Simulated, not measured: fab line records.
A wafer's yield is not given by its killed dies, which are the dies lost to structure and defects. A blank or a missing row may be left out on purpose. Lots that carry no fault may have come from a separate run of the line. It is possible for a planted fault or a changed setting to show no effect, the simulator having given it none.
2 desks looking at one fault ; flow n5_finfet ; only its own numbers are on each desk; what lay behind them is given at the end

AT THE METROLOGY DESK
Lot by lot, what the gauges showed, no matter which tool ran the lot: averages of those sampled wafers that carry a number. If a lot's mean is further than 4 standard deviations from the usual mean, the lot is out of limits and carries the mark OUT (the distance appears in the brackets).
Columns: A = cd_nm at N5_BEOL_M9_CD_MEAS_28, usual 69.94 nm
lot;first seen here;A
L939;day 10 05:41;70.25
L938;day 10 05:52;69.77
L942;day 10 15:47;70.21
L945;day 11 14:19;69.74
L950;day 13 00:40;69.74
L952;day 13 10:25;68.19 (-7.3) OUT
L953;day 14 07:34;68.92 (-4.3) OUT
L955;day 14 10:49;69.12
L956;day 14 14:03;69.26
L958;day 15 15:58;69.70
Finding of this desk: L952, L953 out of limits; the first was L952 at day 13 10:25, on cd_nm at N5_BEOL_M9_CD_MEAS_28. In limits: L939, L938, L942, L945, L950, L955, L956, L958.

AT THE TOOL OWNER'S DESK: euv_scanner-02
The tool's own readings at N5_BEOL_M9_EXPOSE_25 (exposes mask V8): means of the sampled wafers that have a number, for each lot that ran on this tool. If a lot's mean is further than 4 standard deviations from the usual mean, the lot is out of limits and carries the mark OUT (the distance appears in the brackets).
Columns: A = exposure_dose_mJ_cm2 at N5_BEOL_M9_EXPOSE_25, usual 37.27; B = reticle_temp_C at N5_BEOL_M9_EXPOSE_25, usual 23.02 C
lot;first seen here;A;B
L938;day 10 05:44;37.26;23.07
L950;day 13 00:32;37.32;23.05
L952;day 13 10:17;35.18 (-63) OUT;23.13
L953;day 14 07:26;35.60 (-51) OUT;22.96
L955;day 14 10:41;35.95 (-40) OUT;23.03
L956;day 14 13:55;36.23 (-31) OUT;23.06
Finding of this desk: L952, L953, L955, L956 out of limits; the first was L952 at day 13 10:17, on exposure_dose_mJ_cm2 at N5_BEOL_M9_EXPOSE_25. In limits: L938, L950.

BROUGHT TOGETHER
On L952, L953, L955, L956, at day 13 10:17, an alarm was possible from the tool owner's desk.
L952, L953 would have let the metrology desk raise an alarm at day 13 10:25.
The metrology desk holds a record of L955, L956, inside its limits.
Of the lots named, all ran N5_BEOL_M9_EXPOSE_25 on euv_scanner-02.

WHAT THE SIMULATOR HAD INSERTED
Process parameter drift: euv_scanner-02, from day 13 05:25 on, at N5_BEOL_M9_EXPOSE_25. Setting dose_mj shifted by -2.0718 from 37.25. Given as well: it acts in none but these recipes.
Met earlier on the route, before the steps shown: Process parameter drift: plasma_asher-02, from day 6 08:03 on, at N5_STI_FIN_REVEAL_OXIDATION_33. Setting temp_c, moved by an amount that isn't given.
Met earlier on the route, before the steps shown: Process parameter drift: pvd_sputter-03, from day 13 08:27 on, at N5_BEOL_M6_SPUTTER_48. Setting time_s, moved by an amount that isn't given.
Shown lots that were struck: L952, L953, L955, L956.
Fault start to first reading out of limits, in hours, per desk: tool owner, 5; metrology, 5.
